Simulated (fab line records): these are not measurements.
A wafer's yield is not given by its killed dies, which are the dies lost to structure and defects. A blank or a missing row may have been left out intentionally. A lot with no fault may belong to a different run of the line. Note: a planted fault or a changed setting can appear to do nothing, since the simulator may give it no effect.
Split-lot experiment / flow n5-finfet / 21 wafers read across 7 lots, on a route 1938 steps long

== ON THE SPLIT ==
At N5_BEOL_M7_DEP_56 (deposits SiCN from 3MS/NH3, target thk 10 nm, time 17.5 s), the setting time-s was moved away from the recipe's 17.5 s on 6 of the 21 wafers read, by -11.8% to +14.4%. This setting was run at the recipe's value on the other wafers.

The reading is taken at the split's own step.

== THE READING ==
SiCN_of_BEOL_M7_DEP_56.thk-nm (the simulator's own value, which no gauge read), in nm, at N5_BEOL_M7_DEP_56 (deposits SiCN from 3MS/NH3, target thk 10 nm, time 17.5 s). There is no usual value for it anywhere in the file. Average 9.9 nm, standard deviation 0.31 nm, over the 15 wafers here run with the recipe.

wafer=L077.3; tool, chamber at the split=pecvd-01, 2; time-s as run, s=17.5; against the recipe=recipe; SiCN_of_BEOL_M7_DEP_56.thk-nm, nm=10.2; against lot-mates on the recipe=-
wafer=L077.6; tool, chamber at the split=pecvd-01, 2; time-s as run, s=17.5; against the recipe=recipe; SiCN_of_BEOL_M7_DEP_56.thk-nm, nm=10.2; against lot-mates on the recipe=-
wafer=L077.5; tool, chamber at the split=pecvd-01, 0; time-s as run, s=18.32; against the recipe=+4.7%; SiCN_of_BEOL_M7_DEP_56.thk-nm, nm=10.2; against lot-mates on the recipe=+0.0
wafer=L079.4; tool, chamber at the split=pecvd-01, 2; time-s as run, s=17.5; against the recipe=recipe; SiCN_of_BEOL_M7_DEP_56.thk-nm, nm=10.4; against lot-mates on the recipe=-
wafer=L079.5; tool, chamber at the split=pecvd-01, 2; time-s as run, s=17.5; against the recipe=recipe; SiCN_of_BEOL_M7_DEP_56.thk-nm, nm=10.4; against lot-mates on the recipe=-
wafer=L079.6; tool, chamber at the split=pecvd-01, 0; time-s as run, s=17.5; against the recipe=recipe; SiCN_of_BEOL_M7_DEP_56.thk-nm, nm=10; against lot-mates on the recipe=-
wafer=L080.4; tool, chamber at the split=pecvd-04, 1,0; time-s as run, s=17.5; against the recipe=recipe; SiCN_of_BEOL_M7_DEP_56.thk-nm, nm=10; against lot-mates on the recipe=-
wafer=L080.6; tool, chamber at the split=pecvd-04, 1,0; time-s as run, s=17.5; against the recipe=recipe; SiCN_of_BEOL_M7_DEP_56.thk-nm, nm=10; against lot-mates on the recipe=-
wafer=L080.5; tool, chamber at the split=pecvd-04, 2; time-s as run, s=19.05; against the recipe=+8.9%; SiCN_of_BEOL_M7_DEP_56.thk-nm, nm=11; against lot-mates on the recipe=+1.0
wafer=L084.2; tool, chamber at the split=pecvd-02, 2; time-s as run, s=17.5; against the recipe=recipe; SiCN_of_BEOL_M7_DEP_56.thk-nm, nm=9.6; against lot-mates on the recipe=-
wafer=L084.3; tool, chamber at the split=pecvd-02, 1; time-s as run, s=17.5; against the recipe=recipe; SiCN_of_BEOL_M7_DEP_56.thk-nm, nm=9.4; against lot-mates on the recipe=-
wafer=L084.6; tool, chamber at the split=pecvd-02, 0; time-s as run, s=17.5; against the recipe=recipe; SiCN_of_BEOL_M7_DEP_56.thk-nm, nm=10; against lot-mates on the recipe=-
wafer=L087.1; tool, chamber at the split=pecvd-02, 1; time-s as run, s=17.5; against the recipe=recipe; SiCN_of_BEOL_M7_DEP_56.thk-nm, nm=9.6; against lot-mates on the recipe=-
wafer=L087.3; tool, chamber at the split=pecvd-02, 0; time-s as run, s=17.5; against the recipe=recipe; SiCN_of_BEOL_M7_DEP_56.thk-nm, nm=9.8; against lot-mates on the recipe=-
wafer=L087.6; tool, chamber at the split=pecvd-02, 1; time-s as run, s=19.47; against the recipe=+11.3%; SiCN_of_BEOL_M7_DEP_56.thk-nm, nm=10.8; against lot-mates on the recipe=+1.1
wafer=L085.2; tool, chamber at the split=pecvd-02, 1,2; time-s as run, s=15.43; against the recipe=-11.8%; SiCN_of_BEOL_M7_DEP_56.thk-nm, nm=8.4; against lot-mates on the recipe=-1.2
wafer=L085.5; tool, chamber at the split=pecvd-02, 1,2; time-s as run, s=15.43; against the recipe=-11.8%; SiCN_of_BEOL_M7_DEP_56.thk-nm, nm=8.4; against lot-mates on the recipe=-1.2
wafer=L085.3; tool, chamber at the split=pecvd-02, 2; time-s as run, s=17.5; against the recipe=recipe; SiCN_of_BEOL_M7_DEP_56.thk-nm, nm=9.6; against lot-mates on the recipe=-
wafer=L097.1; tool, chamber at the split=pecvd-02, 2; time-s as run, s=20.02; against the recipe=+14.4%; SiCN_of_BEOL_M7_DEP_56.thk-nm, nm=11; against lot-mates on the recipe=+1.4
wafer=L097.3; tool, chamber at the split=pecvd-02, 1,2; time-s as run, s=17.5; against the recipe=recipe; SiCN_of_BEOL_M7_DEP_56.thk-nm, nm=9.6; against lot-mates on the recipe=-
wafer=L097.5; tool, chamber at the split=pecvd-02, 1,2; time-s as run, s=17.5; against the recipe=recipe; SiCN_of_BEOL_M7_DEP_56.thk-nm, nm=9.6; against lot-mates on the recipe=-
Rows listing several chambers each stand for several wafers; the file does not say which wafer went through which chamber.

THE FIT
A straight line over all 21 wafers: SiCN_of_BEOL_M7_DEP_56.thk-nm changes by +0.103 nm for each +1% of time-s; r = +0.90; the points scatter about the line by 0.31 nm.
The same after taking each lot's own level away (the mean of its wafers on the recipe; 21 wafers): +0.0981 nm for each +1%; r = +0.96; scatter 0.17 nm.
That fit puts the effect of the largest move of time-s on the reading at 1.4 nm.
The span of the lots' own levels, 9.60 to 10.27 nm, comes to 2.2 times the standard deviation stated above.
Consequently the slope shifts little with the lot-to-lot level, the two slopes agreeing.
Check: +1.39 nm against its lot-mates is what the line predicts for one of the wafers moved furthest among these (+14.4%) when that wafer is left out of the fit. It came out at +1.4 nm against them.

== THE OTHER SPLITS THESE WAFERS WENT THROUGH ==
Before the reading, these wafers also passed through other splits. Each is held against what the fit with the lots' levels taken away leaves over:
other split on the same wafers=N5_BEOL_M4_COAT_67 spin-rpm; wafers away from the commonest value=9; r with SiCN_of_BEOL_M7_DEP_56.thk-nm (lot level and that fit taken away)=-0.24
other split on the same wafers=N5_BEOL_M4_VIA_ETCH_34 source-w; wafers away from the commonest value=10; r with SiCN_of_BEOL_M7_DEP_56.thk-nm (lot level and that fit taken away)=-0.22
other split on the same wafers=N5_BEOL_M4_TRENCH_ETCH_37 bias-w; wafers away from the commonest value=7; r with SiCN_of_BEOL_M7_DEP_56.thk-nm (lot level and that fit taken away)=+0.05
other split on the same wafers=N5_BEOL_M5_COAT_22 spin-rpm; wafers away from the commonest value=8; r with SiCN_of_BEOL_M7_DEP_56.thk-nm (lot level and that fit taken away)=-0.09
other split on the same wafers=N5_BEOL_M5_EXPOSE_25 dose-mj; wafers away from the commonest value=5; r with SiCN_of_BEOL_M7_DEP_56.thk-nm (lot level and that fit taken away)=-0.05
other split on the same wafers=N5_BEOL_M6_DESCUM_33 time-s; wafers away from the commonest value=7; r with SiCN_of_BEOL_M7_DEP_56.thk-nm (lot level and that fit taken away)=-0.29
other split on the same wafers=N5_BEOL_M7_EXPOSE_25 dose-mj; wafers away from the commonest value=7; r with SiCN_of_BEOL_M7_DEP_56.thk-nm (lot level and that fit taken away)=+0.11

== FILE'S OWN FIT ==
SiCN_of_BEOL_M7_DEP_56.thk-nm changes by +0.0968 nm for each +1% of time-s, r = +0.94.
